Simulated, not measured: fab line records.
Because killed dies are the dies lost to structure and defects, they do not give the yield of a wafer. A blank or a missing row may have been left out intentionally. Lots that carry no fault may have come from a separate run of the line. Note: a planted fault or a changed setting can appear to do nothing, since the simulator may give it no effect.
A single fault, viewed from 2 desks | flow n5 finfet | each desk holds nothing but its own numbers, with what lay behind them at the end

DESK OF THE TOOL OWNER: rie diel-03
The tool's own readings at N5_HKMG_FIN_ETCH_58 (etches SOC in N2/H2, target depth 215.8 nm, time 741 s): means of the sampled wafers that have a number, for each lot that ran on this tool. The brackets show how far a lot's mean lies from the usual mean; more than 4 standard deviations puts the lot out of limits, marked OUT.
Columns: A = bias w at N5_HKMG_FIN_ETCH_58, usual 13.01 W; B = drypump motor current A at N5_HKMG_FIN_ETCH_58, usual 5.8 A; C = oes product au at N5_HKMG_FIN_ETCH_58, usual 0.82 a.u.; D = rf vpp V at N5_HKMG_FIN_ETCH_58, usual 99.0 V; E = run length s at N5_HKMG_FIN_ETCH_58, usual 764.3 s; F = showerhead plenum p Torr at N5_HKMG_FIN_ETCH_58, usual 2.53 Torr; G = throttle valve pct at N5_HKMG_FIN_ETCH_58, usual 17.72 %
lot  | first seen here | A     | B   | C    | D     | E                       | F    | G
L408 | day 5 08:56     | 12.98 | 5.7 | 0.82 | 100.2 | 763.9                   | 2.65 | 17.96
L412 | day 6 06:05     | 13.06 | 5.8 | 0.90 | 99.1  | 764.6                   | 2.60 | 17.89
L414 | day 6 20:31     | 13.01 | 5.6 | 0.73 | 99.1  | 720.8 (-99) OUT         | 2.62 | 18.00
L415 | day 7 02:44     | 12.95 | 5.8 | 0.88 | 98.7  | 678.3 (-99 or more) OUT | 2.60 | 17.91
This desk's verdict: out of limits on L414, L415, starting with L414 at day 6 20:31 (run length s at N5_HKMG_FIN_ETCH_58). Within limits: L408, L412.

AT THE METROLOGY DESK
Lot by lot, what the gauges showed, no matter which tool ran the lot: averages of those sampled wafers that carry a number. The brackets show how far a lot's mean lies from the usual mean; more than 4 standard deviations puts the lot out of limits, marked OUT. 7 of its 14 readings are shown: the first one out of limits and those lying furthest out on some lot.
Columns: A = IOFF_N at N5_BEOL_M4_RC_MEAS_101, usual 0.16 nA/um; B = IOFF_N_85C at N5_BEOL_M4_RC_MEAS_101, usual 3.1 nA/um; C = IOFF_N_LIN at N5_BEOL_M4_RC_MEAS_101, usual 0.074 nA/um; D = IOFF_N_LONG at N5_BEOL_M4_RC_MEAS_101, usual 5.58e-05 nA/um; E = SS_P at N5_BEOL_M4_RC_MEAS_101, usual 73.1 mV/dec; F = VT_N at N5_BEOL_M4_RC_MEAS_101, usual 250 mV; G = VT_N_LONG at N5_BEOL_M4_RC_MEAS_101, usual 274.7 mV
lot  | first seen here | A               | B   | C                | D                  | E    | F              | G
L408 | day 8 20:34     | 0.13            | 2.7 | 0.060            | 5.37e-05           | 72.7 | 254            | 276.4
L411 | day 11 00:43    | 0.14            | 2.7 | 0.065            | 5.32e-05           | 72.3 | 252            | 278.0
L412 | day 11 03:40    | 0.23            | 4.1 | 0.094            | 5.23e-05           | 74.8 | 247            | 275.1
L414 | day 11 08:01    | 0.37 (+4.6) OUT | 5.9 | 0.180 (+6.6) OUT | 1.51e-04 (+35) OUT | 72.6 | 234 (-4.0) OUT | 255.5 (-9.6) OUT
L415 | day 11 09:36    | 0.32            | 5.3 | 0.151 (+4.8) OUT | 1.04e-04 (+18) OUT | 73.1 | 233 (-4.4) OUT | 255.5 (-9.6) OUT
L418 | day 11 17:31    | 0.17            | 3.2 | 0.078            | 5.79e-05           | 73.3 | 248            | 272.8
L422 | day 13 04:14    | 0.15            | 3.1 | 0.072            | 5.73e-05           | 73.1 | 252            | 274.0
L425 | day 13 21:27    | 0.12            | 2.5 | 0.060            | 5.22e-05           | 72.8 | 254            | 277.6
L426 | day 14 07:34    | 0.15            | 3.0 | 0.074            | 5.79e-05           | 72.5 | 251            | 273.3
This desk reports L414, L415 out of limits; the earliest was L414 at day 11 08:01 (IOFF_N at N5_BEOL_M4_RC_MEAS_101). Within limits: L408, L411, L412, L418, L422, L425, L426.

ALL TOGETHER
The tool owner's desk could have raised an alarm at day 6 20:31, on L414, L415.
On L414, L415, the metrology desk was in a position to raise an alarm at day 11 08:01.
N5_HKMG_FIN_ETCH_58 was run on rie diel-03 by each of the lots named.

WHAT THE SIMULATOR HAD PUT IN
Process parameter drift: rie diel-03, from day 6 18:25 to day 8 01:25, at N5_HKMG_FIN_ETCH_58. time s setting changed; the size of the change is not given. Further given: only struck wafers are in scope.
Shown lots that were struck: L414, L415.
Delay (hours) between the fault's onset and each desk's first out-of-limits reading: 2 at the tool owner's desk, 110 at the metrology desk.
